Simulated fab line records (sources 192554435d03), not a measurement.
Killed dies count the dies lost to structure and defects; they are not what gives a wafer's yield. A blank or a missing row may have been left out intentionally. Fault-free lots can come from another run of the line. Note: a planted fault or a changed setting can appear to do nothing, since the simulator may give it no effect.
fab line records    flow n5_finfet
[record] lots = 8  wafers = 24  last_day = 17
route steps=1938 shown FIN_CUT@168 STI_FIN_REVEAL@187 BEOL_M4@1111 PASSIVATION@1936
lots with no fault: from the same line, run without faults
start_h: hours from the record's first day to the start of the lot's first wafer shown    wait_h: time in hours since the lot's previous step    " as in the row above    L1.1+2: one row covering several wafers at once    - value missing, or start not given    * or withheld: withheld    < > ~ a bound
route shown NAME@n: names a module that has steps shown in the file, with the first one's number in the route    usual: mean and standard deviation over wafers with no fault    same: alike in all rows    chamber/n: place in a boat    sites: per-site readings    _std_site: their standard deviation    _edge_site: the outer-site mean with the inner-site mean subtracted    radius_mm: for every site, how far away it sits from the centre of the wafer    mask NAME#n: copy n    behind: the last tool/chamber to shape the wafer    hold: reason for holding the lot/hours on hold/outcome of the hold    device: whichever transistor did not switch (one of n, p or np)    end of line: tests run on the same wafers once the route is complete    a step with no rows: only its recipe    killed: dies that structure and defects cost at the first sort, which is not the same as the wafer's yield    map: dies across one wafer; x = killed, . = not, _ = none there
set.NAME: the run value of the setting; set.NAME@STEP: its run value at that earlier step    model.NAME: the simulator's own value behind a step, which no gauge read
the route's steps for a sample of lots (tables are steps, rows are wafers)
services: a tool's chamber out of use, with start hour (start_h, from the record's first day; less than 0 if before it), hours out, and reason
[[steps]]
[step N5_FIN_CUT_ETCH_20]
[recipe] chemistry = CF4  target = SiARC  target_depth_a = 260  mask_material = CAR-EUV  time_s = 43.3  ion_energy_ev = 80  pressure_mtorr = 40  source_w = 545  bias_w = 36  Ar_flow_sccm = 100  cf4_flow_sccm = 100  ends = cleared
[usual] drypump_motor_current_A = 5.9/0.58  etch_rf_on_time_s = 43.7/1.1  oes_product_au = 0.64/0.065  rf_vpp_V = 183.8/1.1  showerhead_plenum_p_Torr = 2.13/0.067  throttle_valve_pct = 15.69/0.19
lot.wafer  tool         chamber  start_h  wait_h  drypump_motor_current_A  etch_rf_on_time_s  oes_product_au  rf_hours_counter_h  rf_vpp_V  showerhead_plenum_p_Torr  throttle_valve_pct
L871.2     rie_diel-05  3        27.67    0.0     6.4                      43.5               0.74            48                  182.2     2.08                      15.39
L871.3     "            1        "        "       5.6                      42.4               0.70            92                  182.4     2.08                      15.42
L871.6     "            0        "        "       5.4                      42.5               0.63            -                   183.8     2.22                      15.48
L872.2     rie_diel-02  1        33.70    0.0     6.2                      44.2               0.60            213                 184.9     2.13                      15.89
L872.5     "            2        "        "       6.7                      44.4               0.76            -                   183.9     2.19                      15.77
L872.6     "            0        "        "       5.0                      42.1               0.62            -                   181.7     2.03                      15.67
L877.1     rie_diel-02  0        62.99    0.0     5.0                      41.3               0.63            215                 182.0     2.03                      15.69
L877.3     "            2        "        "       6.7                      44.2               0.75            33                  185.0     2.19                      15.80
L877.4     "            1        "        "       6.2                      44.1               0.60            222                 183.8     2.13                      15.91
L879.2     rie_diel-02  1        78.83    0.0     6.2                      44.5               0.60            226                 183.6     2.13                      15.90
L879.4     "            0        "        "       5.0                      41.9               0.61            220                 182.5     2.03                      15.72
L879.6     "            1        "        "       6.2                      44.4               0.59            -                   183.4     2.12                      15.93
L884.3     rie_diel-04  0        106.67   0.0     5.4                      43.6               0.58            224                 184.4     2.20                      16.05
L884.4     "            2        "        "       5.7                      42.7               0.61            212                 185.6     2.21                      15.62
L884.6     "            3        "        "       5.4                      43.4               0.59            -                   181.7     2.03                      15.58
L885.2     rie_diel-05  2        112.13   0.0     6.5                      42.9               0.82            12                  183.0     2.12                      15.52
L885.3     "            1        "        "       5.6                      42.1               0.69            117                 182.0     2.08                      15.46
L885.5     "            0        "        "       5.4                      42.6               0.62            -                   185.2     2.21                      15.55
L891.1     rie_diel-02  1        146.95   0.0     6.2                      44.9               0.58            246                 183.8     2.12                      15.96
L891.4     "            2        "        "       6.8                      45.3               0.71            57                  184.0     2.18                      15.86
L891.6     "            2        "        "       6.8                      44.8               0.71            -                   184.2     2.18                      15.85
L893.2     rie_diel-05  3        158.81   0.0     6.4                      44.9               0.68            90                  183.0     2.07                      15.46
L893.3     "            1        "        "       5.6                      43.2               0.67            131                 183.3     2.07                      15.49
L893.4     "            1        "        "       5.6                      42.7               0.66            -                   182.8     2.07                      15.50
[step N5_STI_FIN_REVEAL_CMP_04]
[recipe] stop_on = Si3N4  t_overpolish_s = 4  down_force_psi = 2  platen_rpm = 54.18  post_cmp_clean = alkaline_brush  pad_velocity_m_s = 1.078  target_thk_nm = 131.83
[usual] head_pressure_psi = 2.001/0.0042  motor_current_A = 7.8/0.75  overpolish_run_s = 4.000/0.0093  platen_rpm = 54.18/0.04  slurry_filter_dp_kPa = 13.49/0.15  time_to_endpoint_s = 101/5.1
lot.wafer  tool    chamber  start_h  wait_h  head_pressure_psi  motor_current_A  overpolish_run_s  platen_rpm  slurry_filter_dp_kPa  time_to_endpoint_s
L871.3     cmp-02  2        33.75    0.1     2.001              7.9              4.013             54.07       13.36                 97
L871.2     "       3        "        "       1.992              6.6              3.991             54.17       13.54                 97
L871.6     "       2        "        "       2.000              8.1              4.011             54.20       13.24                 96
L872.2     cmp-02  2        40.36    0.1     1.997              7.7              3.991             54.17       13.48                 94
L872.6     "       0        "        "       2.000              6.8              3.999             54.15       13.48                 95
L872.5     "       1        "        "       1.996              8.1              3.998             54.21       13.66                 90
L877.1     cmp-03  1        69.35    0.0     1.998              7.9              3.998             54.13       13.73                 102
L877.4     "       2        "        "       2.006              8.7              3.997             54.15       13.44                 107
L877.3     "       3        "        "       2.010              7.8              4.007             54.15       13.59                 102
L879.2     cmp-02  0        84.89    0.0     2.006              7.1              4.001             54.16       13.48                 98
L879.4     "       1        "        "       2.001              8.0              3.993             54.17       13.36                 95
L879.6     "       0        "        "       2.004              7.2              3.990             54.13       13.32                 97
L884.4     cmp-01  3        112.74   0.1     2.000              8.2              4.001             54.17       13.64                 106
L884.3     "       0        "        "       2.000              8.4              4.008             54.20       13.47                 112
L884.6     "       2        "        "       2.000              7.1              3.994             54.23       13.40                 106
L885.2     cmp-03  1        118.19   0.1     2.002              8.3              4.003             54.18       13.31                 103
L885.3     "       2        "        "       2.002              8.6              3.999             54.15       13.57                 106
L885.5     "       3        "        "       1.994              8.1              4.014             54.25       13.64                 106
L891.4     cmp-02  1        154.39   0.0     1.993              8.1              4.005             54.16       13.77                 95
L891.1     "       0        "        "       2.007              7.3              4.009             54.19       13.54                 98
L891.6     "       2        "        "       1.990              8.1              3.995             54.15       13.49                 98
L893.4     cmp-02  0        164.98   0.1     2.005              6.9              4.013             54.19       13.59                 101
L893.2     "       1        "        "       2.003              8.3              4.012             54.23       13.43                 97
L893.3     "       2        "        "       2.000              7.9              3.999             54.11       13.32                 99
[step N5_STI_FIN_REVEAL_ETCHBACK_08]
[recipe] chemistry = C4F6/O2  target = SiO2  target_depth_a = 305  time_s = 10.167  ion_energy_ev = 250  pressure_mtorr = 30  source_w = 345  bias_w = 185  Ar_flow_sccm = 300  C4F6_flow_sccm = 10  O2_flow_sccm = 10
[usual] O2_flow_sccm = 10.00/0.031  drypump_motor_current_A = 5.8/0.41  oes_product_au = 0.79/0.097  rf_vpp_V = 661/11  showerhead_plenum_p_Torr = 2.88/0.07  throttle_valve_pct = 21.27/0.22
lot.wafer  tool         chamber  start_h  wait_h  O2_flow_sccm  drypump_motor_current_A  oes_product_au  rf_hours_counter_h  rf_vpp_V  showerhead_plenum_p_Torr  throttle_valve_pct
L871.2     rie_diel-03  3        34.45    0.2     10.00         5.7                      0.74            207                 649       2.80                      20.98
L871.3     "            1        "        "       9.98          6.0                      0.68            244                 656       2.83                      21.55
L871.6     "            0        "        "       9.98          5.9                      0.70            -                   673       2.92                      21.55
L872.2     rie_diel-03  3        40.97    0.3     10.02         5.7                      0.74            209                 649       2.80                      21.00
L872.5     "            0        "        "       10.03         5.9                      0.69            -                   674       2.92                      21.55
L872.6     "            3        "        "       10.03         5.7                      0.74            -                   651       2.80                      20.98
L877.1     rie_diel-06  2        69.88    0.2     10.01         5.6                      0.70            208                 672       2.94                      21.44
L877.3     "            0        "        "       10.05         5.2                      0.82            96                  682       3.00                      21.24
L877.4     "            0        "        "       10.02         5.1                      0.83            -                   682       3.00                      21.24
L879.2     rie_diel-01  3        85.85    0.2     10.04         5.5                      0.73            190                 661       2.83                      21.27
L879.4     "            2        "        "       10.00         5.3                      0.73            204                 645       2.83                      21.36
L879.6     "            2        "        "       9.99          5.3                      0.73            -                   645       2.83                      21.37
L884.3     rie_diel-06  1        113.21   0.1     9.97          6.1                      0.94            12                  670       3.05                      21.00
L884.4     "            3        "        "       9.97          5.7                      0.79            154                 654       2.83                      21.46
L884.6     "            1        "        "       9.97          6.0                      0.94            -                   670       3.05                      21.00
L885.2     rie_diel-03  0        118.94   0.4     10.03         5.9                      0.67            258                 674       2.91                      21.62
L885.3     "            3        "        "       9.94          5.7                      0.72            239                 648       2.79                      21.03
L885.5     "            3        "        "       9.91          5.7                      0.72            -                   650       2.79                      21.02
L891.1     rie_diel-03  1        155.18   0.2     10.01         6.0                      0.88            35                  655       2.81                      21.29
L891.4     "            2        "        "       10.03         5.3                      0.91            -                   658       2.91                      21.18
L891.6     "            0        "        "       10.00         5.9                      0.96            -                   675       2.91                      21.24
L893.2     rie_diel-03  3        165.48   0.2     10.05         5.7                      1.01            1                   647       2.78                      20.69
L893.3     "            1        "        "       10.05         6.0                      0.87            39                  652       2.81                      21.29
L893.4     "            0        "        "       10.00         5.9                      0.95            11                  675       2.90                      21.22
[step N5_STI_FIN_REVEAL_PRECLEAN_32]
[recipe] chemistry = NF3:NH3  afs_cycles = 1  temp_c = 30  time_s = 20  sublimation_temp_c = 180  sublimation_time_s = 60  pressure_torr = 3  rf_power_w = 30
[usual] pressure_torr = 3.000/0.006
[same] afs_cycles = 1
lot.wafer  tool              chamber  start_h  wait_h  pressure_torr
L871.2     remote_plasma-01  1        37.01    0.1     3.000
L871.3     "                 1        "        "       2.999
L871.6     "                 1        "        "       3.008
L872.2     remote_plasma-02  1        43.49    0.1     3.005
L872.5     "                 1        "        "       3.002
L872.6     "                 1        "        "       2.992
L877.1     remote_plasma-02  1        72.47    0.1     3.005
L877.3     "                 1        "        "       3.003
L877.4     "                 1        "        "       2.997
L879.2     remote_plasma-02  1        88.39    0.1     2.987
L879.4     "                 1        "        "       2.990
L879.6     "                 1        "        "       2.981
L884.3     remote_plasma-02  0        115.89   0.1     3.001
L884.4     "                 0        "        "       2.995
L884.6     "                 0        "        "       3.007
L885.2     remote_plasma-02  1        121.45   0.1     3.003
L885.3     "                 1        "        "       3.001
L885.5     "                 1        "        "       3.001
L891.1     remote_plasma-01  0        157.90   0.1     3.003
L891.4     "                 0        "        "       3.002
L891.6     "                 0        "        "       3.000
L893.2     remote_plasma-01  1        168.10   0.1     3.000
L893.3     "                 1        "        "       3.002
L893.4     "                 1        "        "       3.002
[step N5_STI_FIN_REVEAL_INSPECT_13]
[recipe] inspect_instrument = darkfield  mode = post_clean
[usual] raw_defect_count = 12/5.2
lot.wafer  tool               chamber  start_h  wait_h  raw_defect_count
L871.2     defect_inspect-01  -        37.54    0.0     10
L871.3     "                  -        "        "       16
L871.6     "                  -        "        "       7
L872.2     defect_inspect-01  -        44.02    0.0     8
L872.5     "                  -        "        "       14
L872.6     "                  -        "        "       21
L877.1     defect_inspect-02  -        73.02    0.0     7
L877.3     "                  -        "        "       6
L877.4     "                  -        "        "       17
L879.2     defect_inspect-01  -        88.91    0.0     14
L879.4     "                  -        "        "       10
L879.6     "                  -        "        "       16
L884.3     defect_inspect-01  -        116.39   0.0     1411
L884.4     "                  -        "        "       1401
L884.6     "                  -        "        "       1323
L885.2     defect_inspect-02  -        121.97   0.0     1385
L885.3     "                  -        "        "       1382
L885.5     "                  -        "        "       1335
L891.1     defect_inspect-01  -        158.49   0.0     8
L891.4     "                  -        "        "       14
L891.6     "                  -        "        "       20
L893.2     defect_inspect-02  -        168.63   0.0     12
L893.3     "                  -        "        "       11
L893.4     "                  -        "        "       5
[step N5_BEOL_M4_RC_MEAS_101]
[usual] DIBL_N = 36.0/1.7  DIBL_P = 36.0/2  IOFF_N = 0.156/0.028  IOFF_P = 0.21/0.04  ION_N = 673/12  ION_P = 463/8.3  SS_N = 71.4/0.6  SS_P = 73.3/0.66  VT_N = 250/3  VT_P = -250/3.8
lot.wafer  tool       chamber  start_h  wait_h  DIBL_N[mV/V]  DIBL_P[mV/V]  IOFF_N[nA/um]  IOFF_P[nA/um]  ION_N[uA/um]  ION_P[uA/um]  SS_N[mV/dec]  SS_P[mV/dec]  VT_N[mV]  VT_P[mV]
L871.2     prober-01  0        165.53   0.2     35.2          35.4          0.146          0.20           668           470           71.2          73.2          252       -250
L871.3     "          0        "        "       33.2          33.1          0.118          0.16           661           461           70.4          73.0          254       -253
L871.6     "          0        "        "       33.7          34.3          0.132          0.19           667           458           71.0          72.7          252       -250
L872.2     prober-01  0        173.52   0.2     33.3          32.2          0.102          0.17           653           460           70.6          72.2          256       -253
L872.5     "          0        "        "       35.7          35.4          0.135          0.20           654           456           72.1          73.7          254       -251
L872.6     "          0        "        "       35.2          34.4          0.136          0.20           666           459           71.4          72.7          254       -249
L877.1     prober-02  0        203.34   0.0     39.3          39.6          0.205          0.27           676           471           72.0          75.0          248       -247
L877.3     "          0        "        "       36.9          36.2          0.154          0.21           662           456           71.2          74.1          254       -253
L877.4     "          0        "        "       38.1          36.6          0.160          0.21           662           455           71.5          74.0          254       -254
L879.2     prober-02  0        208.03   0.2     36.1          35.1          0.155          0.20           669           462           71.7          73.6          252       -251
L879.4     "          0        "        "       36.3          35.6          0.168          0.22           681           465           70.9          73.2          248       -247
L879.6     "          0        "        "       36.6          35.9          0.159          0.22           673           461           71.8          74.5          251       -250
L884.3     prober-01  0        243.23   0.3     36.4          37.6          0.171          0.28           694           480           71.3          73.8          248       -240
L884.4     "          0        "        "       34.0          35.2          0.133          0.25           680           485           70.9          73.3          249       -243
L884.6     "          0        "        "       35.7          37.5          0.155          0.28           688           480           71.4          74.7          248       -244
L885.2     prober-01  0        245.12   0.2     35.5          34.7          0.141          0.20           656           460           70.8          73.3          254       -251
L885.3     "          0        "        "       37.3          36.9          0.182          0.23           684           472           71.4          72.7          249       -248
L885.5     "          0        "        "       37.1          37.1          0.174          0.24           688           467           71.6          73.9          249       -248
L893.2     prober-01  0        298.67   0.2     35.1          35.2          0.132          0.16           676           463           70.9          72.4          251       -254
L893.3     "          0        "        "       36.1          36.0          0.156          0.18           674           461           71.5          73.2          250       -256
L893.4     "          0        "        "       35.9          36.8          0.150          0.19           680           462           71.0          72.9          251       -253
L891.1     prober-01  0        300.79   0.0     38.1          38.5          0.208          0.24           692           468           71.7          73.9          247       -249
L891.4     "          0        "        "       37.2          36.4          0.179          0.20           673           455           71.9          73.5          249       -254
L891.6     "          0        "        "       38.8          38.3          0.202          0.25           686           466           72.1          74.6          246       -250
[step N5_PASSIVATION_PROBE_49]
[usual] defect_limited_yield = 91.6/1.6  killed_at_M0_to_M3 = 31/10  killed_at_M4_up = 14/6.3  killed_at_contacts = 12/6.1  killed_at_front_end = 39/12  killed_at_other = 3.7/2.8  killed_dies = 100/19  killed_open = 66/14  killed_short = 33/8.1  sort_bin_5_function = 5.0/1.1  sort_bin_6_memory = 3.2/0.66  sort_n_pass = 1080/18  sort_yield_pct = 91.6/1.6
[same] gross_dies = 1180  killed_at_back_side = 0  sort_bin_4_leakage[%] = 0  sort_bin_8_speed[%] = 0
lot.wafer  tool       chamber  start_h  wait_h  defect_limited_yield[%]  killed_at_M0_to_M3  killed_at_M4_up  killed_at_contacts  killed_at_front_end  killed_at_other  killed_dies  killed_open  killed_short  sort_bin_5_function[%]  sort_bin_6_memory[%]  sort_n_pass  sort_yield_pct[%]
L885.2     prober-02  -        347.35   0.1     80.3                     22                  21               2                   186                  2                233          49           29            11.5                    3.6                   947          80.3
L885.3     prober-02  -        347.40   0.1     78.6                     30                  8                12                  199                  3                252          63           31            13.2                    3.6                   928          78.6
L885.5     prober-02  -        347.50   0.2     80.2                     11                  22               7                   193                  1                234          53           20            11.6                    3.7                   946          80.2
L884.3     prober-02  -        347.85   0.1     80.5                     28                  4                4                   193                  1                230          37           27            10.8                    4.2                   950          80.5
L884.4     prober-02  -        347.90   0.2     80.1                     30                  12               2                   187                  4                235          47           22            11.5                    3.5                   945          80.1
L884.6     prober-02  -        348.00   0.3     77.0                     44                  13               13                  199                  2                271          70           36            14.2                    5.3                   909          77.0
// killed by level:class
L885.2 STI_FIN_REVEAL:unspecified=155 BEOL_M4:geometric_particle:open=14 FIN_SAQP:geometric_particle:short=7 BEOL_M0_SAQP:geometric_particle:open=6 BEOL_M0_SAQP:geometric_particle:short=6 ILD0:geometric_particle:open=5 DUMMY_GATE:geometric_particle:open=4 BEOL_M3:geometric_particle:open=4
L885.3 STI_FIN_REVEAL:unspecified=158 STI_FIN_REVEAL:geometric_particle:open=13 MOL_CONTACT_COAG:geometric_particle:open=10 BEOL_M0_SAQP:geometric_particle:open=8 BEOL_M0_SAQP:geometric_particle:short=7 BEOL_M3:geometric_particle:open=7 ILD0:geometric_particle:open=6 BEOL_M4:geometric_particle:open=6
L885.5 STI_FIN_REVEAL:unspecified=161 BEOL_M4:geometric_particle:open=11 FIN_SAQP:geometric_particle:open=10 ILD0:geometric_particle:short=6 MOL_CONTACT_COAG:geometric_particle:open=6 FIN_SAQP:geometric_particle:short=4 BEOL_M2:geometric_particle:open=4 BEOL_M3:geometric_particle:open=4
L884.3 STI_FIN_REVEAL:unspecified=166 FIN_SAQP:geometric_particle:open=13 BEOL_M2:geometric_particle:open=10 BEOL_M0_SAQP:geometric_particle:short=6 BEOL_M3:geometric_particle:short=4 GATE_CUT:geometric_particle:short=3 MOL_CONTACT_COAG:geometric_particle:open=3 BEOL_M0_SAQP:geometric_particle:open=3
L884.4 STI_FIN_REVEAL:unspecified=163 FIN_SAQP:geometric_particle:open=7 BEOL_M1:geometric_particle:open=7 BEOL_M3:geometric_particle:open=7 BEOL_M0_SAQP:geometric_particle:short=6 BEOL_M4:geometric_particle:open=5 GATE_CUT:geometric_particle:short=4 STI_FIN_REVEAL:geometric_particle:open=3
L884.6 STI_FIN_REVEAL:unspecified=163 MOL_CONTACT_COAG:geometric_particle:open=11 BEOL_M0_SAQP:geometric_particle:short=10 BEOL_M0_SAQP:geometric_particle:open=9 BEOL_M1:geometric_particle:open=9 FIN_SAQP:geometric_particle:open=8 BEOL_M3:geometric_particle:open=7 FIN_SAQP:geometric_particle:short=4
[[services]]
tool              chamber  start_h  hours  kind
rie_diel-06       3        4.61     5.3    repair
rie_diel-02       0        16.27    1.6    repair
rie_diel-03       1        18.59    3.5    repair
rie_diel-02       3        27.34    12.5   repair
rie_diel-03       0        41.90    2.2    repair
cmp-02            -        44.27    0.7    repair
rie_diel-05       1        55.66    1.7    repair
rie_diel-05       -        77.98    2.8    pm
rie_diel-06       2        78.60    4.3    repair
rie_diel-02       2        84.27    3.8    repair
remote_plasma-01  -        84.85    1.1    repair
cmp-02            -        86.96    1.6    repair
rie_diel-03       2        91.31    7.1    repair
cmp-03            -        92.40    3.5    pm
cmp-02            -        102.67   6.4    pm
rie_diel-03       -        111.30   2.4    repair
cmp-03            -        127.85   4.0    pm
rie_diel-06       1        132.23   6.0    repair
rie_diel-06       0        133.63   5.5    repair
rie_diel-06       -        139.31   0.5    repair
cmp-03            -        141.38   0.2    repair
cmp-02            -        145.88   3.5    pm
rie_diel-05       0        149.93   9.9    repair
rie_diel-06       3        155.87   5.8    repair
[[key]]
[first_sign] step = N5_STI_FIN_REVEAL_INSPECT_13  reading = raw_defect_count  direction = up  sigmas = 99+  usual = 12  struck = 1373
[effect] step = N5_PASSIVATION_PROBE_49  reading = killed_at_front_end  direction = up  sigmas = 13  usual = 39  struck = 193
[more_kills_born_at] N5_STI_FIN_REVEAL_PRECLEAN_32@remote_plasma-02 = 966
met_at N5_STI_FIN_REVEAL_PRECLEAN_32
struck_lots L884,L885
not_acting_at N5_FIN_CUT_ETCH_20,N5_STI_FIN_REVEAL_CMP_04,N5_STI_FIN_REVEAL_ETCHBACK_08
onset_between 88.39 115.89
[fault] kind = chamber_particle_source  tool = remote_plasma-02  chamber = -  onset_h = 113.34  steps = N5_STI_FIN_REVEAL_PRECLEAN_32  rate_per_visit_cm2 = 2.1661  end_h = 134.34
